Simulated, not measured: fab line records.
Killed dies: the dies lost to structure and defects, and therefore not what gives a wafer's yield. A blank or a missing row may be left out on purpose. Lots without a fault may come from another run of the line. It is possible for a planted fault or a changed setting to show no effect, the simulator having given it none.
fab line records	flow n5Finfet
[record] lots = 7	wafers = 21
route steps=1938 shown WELL_APT@39 FIN_SAQP@125 FIN_CUT@155 DUMMY_GATE@224 SD_EPI_N@288 SD_EPI_P@295 SD_ACTIVATION@330 SDB@368 HKMG_FIN@396
startH: hours from the record's first day to the start of the lot's first wafer shown	waitH: hours since the lot's step before	" as in the row above	L1.1+2: one row covering several wafers at once	- value missing, or start not given	* or withheld: withheld	< > ~ a bound
route shown NAME@n: a module of which the file shows steps, and the number in the route of the first	usual: the fault-free wafers' mean and standard deviation	same: alike in all rows	chamber/n: place in a boat	sites: per-site readings	_std_site: their standard deviation	_edge_site: the outer-site mean with the inner-site mean subtracted	radiusMm: how far each site lies from the wafer's centre	mask NAME#n: copy n	behind: the most recent tool/chamber to have shaped the wafer	hold: why the lot was held/for how many hours/how that ended	device: transistor that didn't switch, given as n, p or np	end of line: the tests these same wafers got at the end of their route	a step without rows: its recipe alone	killed: at the first sort, the dies lost to defects and structure; wafer yield is something else	map: the dies of a wafer, with x for killed, . for not killed, _ for no die there
set.NAME: the run value of the setting; set.NAME@STEP: its run value at that earlier step	model.NAME: the simulator's own value behind a step, which no gauge read
lots with deliberately changed settings; one table per step, one row per wafer
[[steps]]
[step N5_WELL_APT_EXPOSE_22]
[recipe] maskId = PWELL	na = 0.8	sourceShape = conventional	sigmaOuter = 0.8	polarization = unpolarized	defocusNm = 0	targetCdNm = 200	doseMj = 23.2
lot.wafer	tool	chamber	startH	waitH	mask	set.doseMj
L076.3+4+5	krfScanner-01	0	26.82	-	PWELL#0	23.2
L079.1	krfScanner-02	0	44.92	-	PWELL#0	23.2
L079.5+6	"	0	"	"	PWELL#0	21.9
L085.1+5	krfScanner-02	0	80.56	-	PWELL#0	23.2
L085.3	"	0	"	"	PWELL#0	21.5
L086.1+2+3	krfScanner-01	0	86.84	-	PWELL#0	23.2
L087.3+4+5	krfScanner-02	0	93.50	-	PWELL#0	23.2
L088.3+5	krfScanner-02	0	99.40	-	PWELL#0	23.2
L088.4	"	0	"	"	PWELL#0	24.48
L089.1	krfScanner-02	0	104.85	-	PWELL#0	21.49
L089.4+5	"	0	"	"	PWELL#0	23.2
[step N5_WELL_APT_PEB_23]
[recipe] pebTempC = 130	pebTimeS = 90
lot.wafer	tool	chamber	startH	waitH	set.pebTempC
L076.3+4+5	lithoTrack-05	0	26.86	0.0	130
L079.1+5	lithoTrack-05	0	44.98	0.1	131.8
L079.6	"	0	"	"	130
L085.1	lithoTrack-03	0	80.62	0.1	131.3
L085.3+5	"	0	"	"	130
L086.1+2	lithoTrack-05	0	86.90	0.1	130
L086.3	"	0	"	"	133
L087.3+4+5	lithoTrack-05	0	93.54	0.0	130
L088.3+5	lithoTrack-05	0	99.45	0.0	128.3
L088.4	"	0	"	"	130
L089.1+4+5	lithoTrack-05	0	104.91	0.1	130
[step N5_WELL_APT_DEVELOP_24]
[recipe] developTimeS = 45	rinseLiquid = surfactantRinse	dry = airSpin	devTempC = 21
[step N5_WELL_APT_HARDBAKE_29]
[recipe] tempC = 130	timeS = 120
[step N5_WELL_APT_CD_MEAS_25]
[recipe] targetCdNm = 200	landingEnergyEv = 500	detector = seInlens
[usual] cdNm = 199.5/2.2
lot.wafer	tool	chamber	startH	waitH	set.doseMj@WELL_APT_EXPOSE_22	set.pebTempC@WELL_APT_PEB_23	cdNm
L076.3	cdSem-02	0	26.98	-	23.2	130	200.3
L076.4	"	0	"	"	23.2	130	197.4
L076.5	"	0	"	"	23.2	130	198.8
L079.1	cdSem-02	0	45.09	-	23.2	131.8	207.6
L079.5	"	0	"	"	21.9	131.8	198.2
L079.6	"	0	"	"	21.9	130	187.2
L085.1	cdSem-02	0	80.73	-	23.2	131.3	201.9
L085.3	"	0	"	"	21.5	130	178.8
L085.5	"	0	"	"	23.2	130	198.2
L086.1	cdSem-03	0	87.01	-	23.2	130	196.0
L086.2	"	0	"	"	23.2	130	197.3
L086.3	"	0	"	"	23.2	133	210.8
L087.3	cdSem-03	0	93.66	-	23.2	130	198.6
L087.4	"	0	"	"	23.2	130	199.0
L087.5	"	0	"	"	23.2	130	199.5
L088.3	cdSem-01	0	99.56	-	23.2	128.3	188.1
L088.4	"	0	"	"	24.48	130	208.8
L088.5	"	0	"	"	23.2	128.3	191.4
L089.1	cdSem-02	0	105.02	-	21.49	130	186.4
L089.4	"	0	"	"	23.2	130	199.1
L089.5	"	0	"	"	23.2	130	195.7
[step N5_WELL_APT_DESCUM_30]
[recipe] chemistry = O2	timeS = 7.9	sourcePowerW = 50	biasPowerW = 20	pressureMtorr = 20	rfFrequencyHz = 2.712e+07	tempC = 40	o2FlowSccm = 225
lot.wafer	tool	chamber	startH	waitH	set.doseMj@WELL_APT_EXPOSE_22	set.pebTempC@WELL_APT_PEB_23	model.WELL_APT.cdNm
L076.3	rieDiel-04	3	27.19	0.2	23.2	130	200.4
L076.4	"	3	"	"	23.2	130	197.7
L076.5	"	1	"	"	23.2	130	199
L079.1	rieDiel-02	0	45.19	0.0	23.2	131.8	207.3
L079.5	"	0	"	"	21.9	131.8	198.2
L079.6	"	1	"	"	21.9	130	187.3
L085.1	rieDiel-02	2	81.32	0.5	23.2	131.3	201.9
L085.3	"	3	"	"	21.5	130	178.9
L085.5	"	2	"	"	23.2	130	197.6
L086.1	rieDiel-01	1	87.31	0.2	23.2	130	196.1
L086.2	"	0	"	"	23.2	130	197.4
L086.3	"	2	"	"	23.2	133	210.7
L087.3	rieDiel-01	1	93.74	0.0	23.2	130	198.9
L087.4	"	2	"	"	23.2	130	199
L087.5	"	2	"	"	23.2	130	199.4
L088.3	rieDiel-01	0	100.24	0.6	23.2	128.3	188.1
L088.4	"	2	"	"	24.48	130	208.7
L088.5	"	3	"	"	23.2	128.3	191.4
L089.1	rieDiel-02	0	105.94	0.9	21.49	130	186.4
L089.4	"	2	"	"	23.2	130	198.8
L089.5	"	1	"	"	23.2	130	195.7
[step N5_FIN_SAQP_SPACER1_ALD_24]
[recipe] material = SiO2	targetThkA = 203	tempC = 300	aldPrecursorFamily = BDEAS	aldCoReactant = O2-plasma	pulseTimeS = 1	purgeTimeS = 2	coReactantPurgeTimeS = 2	aldCycles = 218	pressureTorr = 2
lot.wafer	tool	chamber	startH	waitH	set.tempC	model.SiO2_of_FIN_SAQP_SPACER1_ALD_24.thkNm
L076.3	aldSin-03	1	35.50	0.1	300	20.4
L076.4	"	0	"	"	310.1	20.2
L076.5	"	0	"	"	310.1	20
L079.1+6	aldSin-04	1	54.32	0.7	287.9	21
L079.5	"	2	"	"	300	20.2
L085.1	aldSin-04	1	89.45	0.3	300	20.2
L085.3+5	"	0,3	"	"	300	20.4
L086.1+2+3	aldSin-03	1,3,0	96.33	0.7	300	20.4
L087.3+4+5	aldSin-02	2,0,3	101.47	0.1	300	20.2
L088.3	aldSin-03	2	109.07	0.1	300	20.4
L088.4+5	"	3	"	"	305	20.2
L089.1+4	aldSin-02	0,3	115.56	0.6	300	20.2
L089.5	"	2	"	"	305	20
[step N5_FIN_SAQP_ETCH_65]
[recipe] chemistry = CF4	target = SiO2	targetDepthA = 40	ionEnergyEv = 350	timeS = 4.4	pressureMtorr = 10	icpW = 800	biasW = 400	cf4FlowSccm = 80
lot.wafer	tool	chamber	startH	waitH	set.timeS	model.etch.depthNm
L076.3	rieSi-06	0	36.57	0.1	4.4	3.906
L076.4	"	1	"	"	4.4	3.862
L076.5	"	2	"	"	4.4	3.979
L079.1	rieSi-04	0	55.58	0.1	4.4	3.918
L079.5	"	1	"	"	4.4	4.021
L079.6	"	0	"	"	5.166	4.597
L085.1	rieSi-05	2	90.52	0.1	3.701	3.244
L085.3	"	0	"	"	3.701	3.268
L085.5	"	2	"	"	4.4	3.809
L086.1	rieSi-06	1	97.56	0.1	4.051	3.672
L086.2	"	2	"	"	4.051	3.674
L086.3	"	0	"	"	4.4	3.918
L087.3	rieSi-06	2	102.60	0.1	4.4	4.031
L087.4	"	1	"	"	4.4	3.901
L087.5	"	0	"	"	4.4	3.905
L088.3	rieSi-06	0	110.28	0.1	4.4	3.891
L088.4	"	3	"	"	4.4	3.899
L088.5	"	3	"	"	3.898	3.438
L089.1	rieSi-05	2	116.66	0.1	5.354	4.673
L089.4	"	1	"	"	4.4	3.989
L089.5	"	1	"	"	5.354	4.849
[step N5_FIN_CUT_COAT_19]
[recipe] resist = SiARC	tempC = 220	timeS = 60	spinRpm = 1500	resistThkNm = 20
lot.wafer	tool	chamber	startH	waitH	set.spinRpm	model.SiARC_of_FIN_CUT_COAT_19.thkNm
L076.3+5	lithoTrack-03	0	-	-	1500	20
L076.4	"	0	"	"	1354	21.2
L079.1	lithoTrack-02	0	-	-	1571	19.6
L079.5+6	"	0	"	"	1500	20
L085.1	lithoTrack-02	0	-	-	1500	20
L085.3+5	"	0	"	"	1338	21.2
L086.1	lithoTrack-05	0	-	-	1500	20
L086.2	"	0	"	"	1596	19.4
L086.3	"	0	"	"	1500	20.2
L087.3+4+5	lithoTrack-03	0	-	-	1500	20
L088.3+4	lithoTrack-02	0	-	-	1346	21.2
L088.5	"	0	"	"	1500	20
L089.1+4+5	lithoTrack-02	0	-	-	1500	20
[step N5_FIN_CUT_COAT_29]
[recipe] resist = underlayer	tempC = 205	timeS = 60	spinRpm = 1500	resistThkNm = 10
[step N5_FIN_CUT_COAT_02]
[recipe] resist = CAR-EUV	spinRpm = 1500	resistThkNm = 30
[step N5_FIN_CUT_DESCUM_13]
[recipe] chemistry = O2	timeS = 7	sourcePowerW = 50	biasPowerW = 20	pressureMtorr = 20	rfFrequencyHz = 2.712e+07	tempC = 40	resist = CAR-EUV	o2FlowSccm = 225
[step N5_FIN_CUT_ETCH_30]
[recipe] chemistry = N2/H2	target = underlayer	targetDepthA = 130	maskMaterial = CAR-EUV	timeS = 10.4	ionEnergyEv = 200	pressureMtorr = 30	sourceW = 840	biasW = 150	n2FlowSccm = 200	h2FlowSccm = 200	ends = cleared
[step N5_FIN_CUT_ETCH_20]
[recipe] chemistry = CF4	target = SiARC	targetDepthA = 260	maskMaterial = CAR-EUV	timeS = 43.3	ionEnergyEv = 80	pressureMtorr = 40	sourceW = 545	biasW = 36	Ar_flow_sccm = 100	cf4FlowSccm = 100	ends = cleared
lot.wafer	tool	chamber	startH	waitH	set.spinRpm@FIN_CUT_COAT_19	model.etch.depthNm
L076.3	rieDiel-06	1	39.37	0.0	1500	20.09
L076.4	"	2	"	"	1354	21.11
L076.5	"	3	"	"	1500	20.08
L079.1	rieDiel-03	3	58.20	0.0	1571	19.54
L079.5	"	2	"	"	1500	20
L079.6	"	1	"	"	1500	20.03
L085.1	rieDiel-03	1	93.33	0.0	1500	19.95
L085.3	"	3	"	"	1338	21.16
L085.5	"	0	"	"	1338	21.2
L086.1	rieDiel-06	1	100.23	0.0	1500	20.01
L086.2	"	2	"	"	1596	19.47
L086.3	"	3	"	"	1500	20.1
L087.3	rieDiel-06	2	105.90	0.0	1500	20.02
L087.4	"	3	"	"	1500	19.97
L087.5	"	1	"	"	1500	19.98
L088.3	rieDiel-05	1	113.46	0.0	1346	21.12
L088.4	"	3	"	"	1346	21.11
L088.5	"	3	"	"	1500	19.94
L089.1	rieDiel-06	0	120.05	0.0	1500	20.01
L089.4	"	1	"	"	1500	20.05
L089.5	"	0	"	"	1500	19.99
[step N5_FIN_CUT_ETCH_21]
[recipe] chemistry = N2/H2	target = SOC	targetDepthA = 2190	overetchA = 438	maskMaterial = SiARC	tempC = 40	ionEnergyEv = 100	biasW = 61	timeS = 523.5	pressureMtorr = 30	sourceW = 850	n2FlowSccm = 200	h2FlowSccm = 200
lot.wafer	tool	chamber	startH	waitH	set.spinRpm@FIN_CUT_COAT_19	model.SiARC_of_FIN_CUT_COAT_19.thkNm
L076.3+5	rieDiel-06	1,3	39.41	0.0	1500	12
L076.4	"	2	"	"	1354	12.8
L079.1	rieDiel-03	3	58.24	0.0	1571	11.2
L079.5	"	2	"	"	1500	11.6
L079.6	"	1	"	"	1500	12.4
L085.1	rieDiel-03	1	93.37	0.0	1500	12.2
L085.3	"	3	"	"	1338	13
L085.5	"	0	"	"	1338	12.8
L086.1+3	rieDiel-06	1,3	100.27	0.0	1500	11.8
L086.2	"	2	"	"	1596	11.2
L087.3+4	rieDiel-06	2,3	105.93	0.0	1500	11.8
L087.5	"	1	"	"	1500	11.6
L088.3	rieDiel-05	1	113.49	0.0	1346	13
L088.4	"	3	"	"	1346	12.6
L088.5	"	3	"	"	1500	11.4
L089.1+5	rieDiel-06	0	120.09	0.0	1500	12
L089.4	"	1	"	"	1500	11.8
[step N5_DUMMY_GATE_COAT_28]
[recipe] resist = underlayer	tempC = 205	timeS = 60	spinRpm = 1500	resistThkNm = 10
lot.wafer	tool	chamber	startH	waitH	set.spinRpm	model.underlayer_of_DUMMY_GATE_COAT_28.thkNm
L076.3	lithoTrack-01	0	-	-	1422	10.2
L076.4+5	"	0	"	"	1500	10
L079.1+5	lithoTrack-04	0	-	-	1500	10
L079.6	"	0	"	"	1582	9.8
L085.1+3	lithoTrack-04	0	-	-	1500	10
L085.5	"	0	"	"	1632	9.6
L086.1+2+3	lithoTrack-01	0	-	-	1441	10.2
L087.3+4+5	lithoTrack-04	0	-	-	1500	10
L088.3+5	lithoTrack-02	0	-	-	1500	10
L088.4	"	0	"	"	1393	10.4
L089.1+5	lithoTrack-01	0	-	-	1500	10
L089.4	"	0	"	"	1553	9.8
[step N5_SD_EPI_N_EPI_21]
[recipe] material = Si:P	dopant = P	tempC = 680	pressureTorr = 255	timeS = 690
lot.wafer	tool	chamber	startH	waitH	set.epiGrowthTimeS	model.Si-P_of_SD_EPI_N_EPI_21.thkNm
L076.3	epiRpcvd-03	0	63.96	0.9	690	58.6
L076.4	"	0	"	"	637.6	55
L076.5	"	0	"	"	690	58
L079.1	epiRpcvd-02	0	81.67	0.1	633.1	55.4
L079.5	"	0	82.79	1.1	690	58.4
L079.6	"	0	"	"	690	58.6
L085.1	epiRpcvd-02	0	117.04	0.2	690	59.4
L085.3	"	0	"	"	658.6	57.2
L085.5	"	0	"	"	658.6	57.8
L086.1	epiRpcvd-04	0	124.02	0.1	690	58
L086.2	"	0	"	"	690	58.4
L086.3	"	0	"	"	735.7	61
L087.3	epiRpcvd-02	0	129.70	0.7	690	58
L087.4+5	"	0	"	"	690	57.8
L088.3	epiRpcvd-04	0	138.55	0.7	690	57.6
L088.4	"	0	"	"	690	58.2
L088.5	"	0	"	"	690	58.4
L089.1	epiRpcvd-03	0	142.65	0.1	690	59.4
L089.4	"	0	"	"	667.2	57.8
L089.5	"	0	"	"	690	58.8
[step N5_SD_EPI_P_COAT_34]
[recipe] resist = SOC	tempC = 250	timeS = 60	spinRpm = 1500	resistThkNm = 350
lot.wafer	tool	chamber	startH	waitH	set.spinRpm	model.SOC_of_SD_EPI_P_COAT_34.thkNm
L076.3	lithoTrack-02	0	66.10	0.0	1450	355.4
L076.4	"	0	"	"	1450	356
L076.5	"	0	"	"	1500	349.2
L079.1	lithoTrack-03	0	83.98	0.0	1500	350
L079.5	"	0	"	"	1500	350.6
L079.6	"	0	"	"	1500	350.4
L085.1+5	lithoTrack-02	0	120.19	0.0	1500	351
L085.3	"	0	"	"	1592	340.6
L086.1	lithoTrack-02	0	126.53	0.0	1500	351.2
L086.2	"	0	"	"	1500	351.4
L086.3	"	0	"	"	1500	350.6
L087.3	lithoTrack-03	0	131.46	0.0	1500	352.6
L087.4	"	0	"	"	1500	352.4
L087.5	"	0	"	"	1500	352.8
L088.3	lithoTrack-02	0	140.29	0.0	1635	336
L088.4+5	"	0	"	"	1500	350.8
L089.1	lithoTrack-03	0	145.02	0.0	1397	362.4
L089.4	"	0	"	"	1500	351
L089.5	"	0	"	"	1500	349.4
[step N5_SD_EPI_P_COAT_35]
[recipe] resist = SiARC	tempC = 220	timeS = 60	spinRpm = 1500	resistThkNm = 35
[step N5_SD_EPI_P_COAT_03]
[recipe] resist = CAR-ArF-block	spinRpm = 1500	resistThkNm = 150
[step N5_SD_ACTIVATION_RTA_00]
[recipe] tempC = 975	timeS = 0	ambient = N2	idleTempC = 600	rampUpCPerS = 150	rampDownCPerS = 60	coolToC = 600
[step N5_SD_ACTIVATION_LSA_01]
[recipe] tempC = 1080	timeS = 0.0008	ambient = N2
[step N5_SD_ACTIVATION_RS_MEAS_03]
[recipe] thkMeasGauge = four-point-probe
[usual] RS_SD_N = 21.99/0.26	RS_SD_P = 56.2/0.95
lot.wafer	tool	chamber	startH	waitH	set.epiGrowthTimeS@SD_EPI_N_EPI_21	RS_SD_N[ohm/sq]	RS_SD_P[ohm/sq]
L076.3	filmMetro-02	-	70.65	0.2	690	22.17	55.3
L076.4	"	-	"	"	637.6	23.56	55.4
L076.5	"	-	"	"	690	22.18	56.8
L079.1	filmMetro-02	-	90.71	0.2	633.1	23.41	56.5
L079.5	"	-	"	"	690	21.85	57.5
L079.6	"	-	"	"	690	21.78	56.5
L085.1	filmMetro-01	-	124.88	0.2	690	21.61	58.3
L085.3	"	-	"	"	658.6	22.68	57.1
L085.5	"	-	"	"	658.6	22.41	56.7
L086.1	filmMetro-02	-	131.14	0.2	690	22.35	56.0
L086.2	"	-	"	"	690	22.21	55.3
L086.3	"	-	"	"	735.7	21.38	54.5
L087.3	filmMetro-01	-	136.62	0.2	690	22.26	54.7
L087.4	"	-	"	"	690	22.28	55.1
L087.5	"	-	"	"	690	22.71	54.7
L088.3	filmMetro-01	-	145.02	0.2	690	22.35	54.5
L088.4	"	-	"	"	690	21.97	54.6
L088.5	"	-	"	"	690	22.20	53.8
L089.1	filmMetro-01	-	149.64	0.2	690	21.56	56.6
L089.4	"	-	"	"	667.2	22.06	56.7
L089.5	"	-	"	"	690	21.82	55.6
[step N5_SDB_ETCH_25]
[recipe] chemistry = C4F6/O2	target = SiO2	targetDepthA = 100	timeS = 3.3	ionEnergyEv = 250	maskMaterial = SiNx	pressureMtorr = 30	sourceW = 345	biasW = 185	Ar_flow_sccm = 300	C4F6_flow_sccm = 10	O2_flow_sccm = 10
lot.wafer	tool	chamber	startH	waitH	set.timeS	model.etch.depthNm
L076.3	rieDiel-02	0	79.23	0.6	3.3	9.824
L076.4	"	2	"	"	3.3	10.11
L076.5	"	2	"	"	2.914	8.949
L079.1	rieDiel-02	0	100.77	0.5	2.788	8.286
L079.5	"	1	"	"	2.788	8.407
L079.6	"	0	"	"	3.3	9.82
L085.1	rieDiel-01	0	132.62	0.0	3.3	10.12
L085.3	"	3	"	"	3.3	10.02
L085.5	"	3	"	"	3.874	11.74
L086.1	rieDiel-04	1	139.02	0.0	3.3	9.915
L086.2	"	2	"	"	3.3	9.936
L086.3	"	0	"	"	3.3	9.955
L087.3	rieDiel-01	1	144.98	0.4	3.3	9.936
L087.4	"	2	"	"	3.3	9.942
L087.5	"	2	"	"	3.3	9.939
L088.3	rieDiel-04	1	152.56	0.0	2.933	8.752
L088.4	"	0	"	"	3.3	10.08
L088.5	"	2	"	"	2.933	8.879
L089.1	rieDiel-04	1	158.79	0.5	3.3	9.9
L089.4	"	3	"	"	3.3	10.07
L089.5	"	2	"	"	3.3	10.06
[step N5_HKMG_FIN_PEB_47]
[recipe] pebTempC = withheld	pebTimeS = 60	resist = CAR-ArF
lot.wafer	tool	chamber	startH	waitH	set.pebTimeS
L076.3+4+5	lithoTrack-03	0	84.16	0.0	60
L079.1+5	lithoTrack-03	0	105.73	0.1	71.23
L079.6	"	0	"	"	60
L085.1+5	lithoTrack-05	0	137.58	0.1	51.7
L085.3	"	0	"	"	60
L086.1+3	lithoTrack-02	0	143.85	0.1	60
L086.2	"	0	"	"	52.48
L087.3+4+5	lithoTrack-05	0	149.89	0.0	60
L088.3+4+5	lithoTrack-05	0	157.51	0.0	64.98
L089.1+4+5	lithoTrack-02	0	163.55	0.1	60
[step N5_HKMG_FIN_DEVELOP_48]
[recipe] developTimeS = 30	developer = TMAH	resist = CAR-ArF	rinseLiquid = diw	dry = airSpin	devTempC = 23
[step N5_HKMG_FIN_CD_MEAS_49]
[recipe] targetCdNm = 202	landingEnergyEv = 500	detector = seInlens	polarity = opening
[usual] cdNm = 202.0/0.58
lot.wafer	tool	chamber	startH	waitH	set.pebTimeS@HKMG_FIN_PEB_47	cdNm
L076.3	cdSem-03	0	84.23	-	60	202.4
L076.4	"	0	"	"	60	201.6
L076.5	"	0	"	"	60	203.0
L079.1	cdSem-02	0	105.79	-	71.23	207.1
L079.5	"	0	"	"	71.23	207.1
L079.6	"	0	"	"	60	202.0
L085.1	cdSem-01	0	137.65	-	51.7	197.4
L085.3	"	0	"	"	60	201.7
L085.5	"	0	"	"	51.7	197.5
L086.1	cdSem-01	0	143.92	-	60	202.7
L086.2	"	0	"	"	52.48	196.3
L086.3	"	0	"	"	60	201.0
L087.3	cdSem-02	0	149.96	-	60	201.8
L087.4	"	0	"	"	60	201.5
L087.5	"	0	"	"	60	201.9
L088.3	cdSem-01	0	157.58	-	64.98	205.2
L088.4	"	0	"	"	64.98	204.4
L088.5	"	0	"	"	64.98	204.9
L089.1	cdSem-02	0	163.61	-	60	201.4
L089.4	"	0	"	"	60	202.8
L089.5	"	0	"	"	60	202.0
[[key]]
[split] step = N5_WELL_APT_EXPOSE_22	setting = doseMj	stated = 23.2	by = wafer
[response] step = N5_WELL_APT_CD_MEAS_25	reading = cdNm	slope = +1.95	per = 1%	togetherWith = pebTempC@WELL_APT_PEB_23	explained = 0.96
[response] step = N5_WELL_APT_DESCUM_30	reading = model.WELL_APT.cdNm	slope = +1.91	per = 1%	togetherWith = pebTempC@WELL_APT_PEB_23	explained = 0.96
[split] step = N5_WELL_APT_PEB_23	setting = pebTempC	stated = 130	by = wafer
[response] step = N5_WELL_APT_CD_MEAS_25	reading = cdNm	slope = +6.44	per = 1%	togetherWith = doseMj@WELL_APT_EXPOSE_22	explained = 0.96
[response] step = N5_WELL_APT_DESCUM_30	reading = model.WELL_APT.cdNm	slope = +6.42	per = 1%	togetherWith = doseMj@WELL_APT_EXPOSE_22	explained = 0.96
[split] step = N5_FIN_SAQP_SPACER1_ALD_24	setting = tempC	stated = 300	by = wafer
[response] step = N5_FIN_SAQP_SPACER1_ALD_24	reading = model.SiO2_of_FIN_SAQP_SPACER1_ALD_24.thkNm	change = -0.148	per = 1%	r = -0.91
[split] step = N5_FIN_SAQP_ETCH_65	setting = timeS	stated = 4.4	by = wafer
[response] step = N5_FIN_SAQP_ETCH_65	reading = model.etch.depthNm	change = +0.0358	per = 1%	r = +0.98
[split] step = N5_FIN_CUT_COAT_19	setting = spinRpm	stated = 1500	by = wafer
[response] step = N5_FIN_CUT_COAT_19	reading = model.SiARC_of_FIN_CUT_COAT_19.thkNm	change = -0.114	per = 1%	r = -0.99
[response] step = N5_FIN_CUT_ETCH_20	reading = model.etch.depthNm	change = -0.109	per = 1%	r = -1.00
[response] step = N5_FIN_CUT_ETCH_21	reading = model.SiARC_of_FIN_CUT_COAT_19.thkNm	change = -0.0982	per = 1%	r = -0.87
[split] step = N5_DUMMY_GATE_COAT_28	setting = spinRpm	stated = 1500	by = wafer
[response] step = N5_DUMMY_GATE_COAT_28	reading = model.underlayer_of_DUMMY_GATE_COAT_28.thkNm	change = -0.0466	per = 1%	r = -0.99
[split] step = N5_SD_EPI_N_EPI_21	setting = epiGrowthTimeS	stated = 690	by = wafer
[response] step = N5_SD_EPI_N_EPI_21	reading = model.Si-P_of_SD_EPI_N_EPI_21.thkNm	change = +0.408	per = 1%	r = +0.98
[response] step = N5_SD_ACTIVATION_RS_MEAS_03	reading = RS_SD_N	change = -0.174	per = 1%	r = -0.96
[split] step = N5_SD_EPI_P_COAT_34	setting = spinRpm	stated = 1500	by = wafer
[response] step = N5_SD_EPI_P_COAT_34	reading = model.SOC_of_SD_EPI_P_COAT_34.thkNm	change = -1.71	per = 1%	r = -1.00
[split] step = N5_SDB_ETCH_25	setting = timeS	stated = 3.3	by = wafer
[response] step = N5_SDB_ETCH_25	reading = model.etch.depthNm	change = +0.0969	per = 1%	r = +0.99
[split] step = N5_HKMG_FIN_PEB_47	setting = pebTimeS	stated = 60	by = wafer
[response] step = N5_HKMG_FIN_CD_MEAS_49	reading = cdNm	change = +0.318	per = 1%	r = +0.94
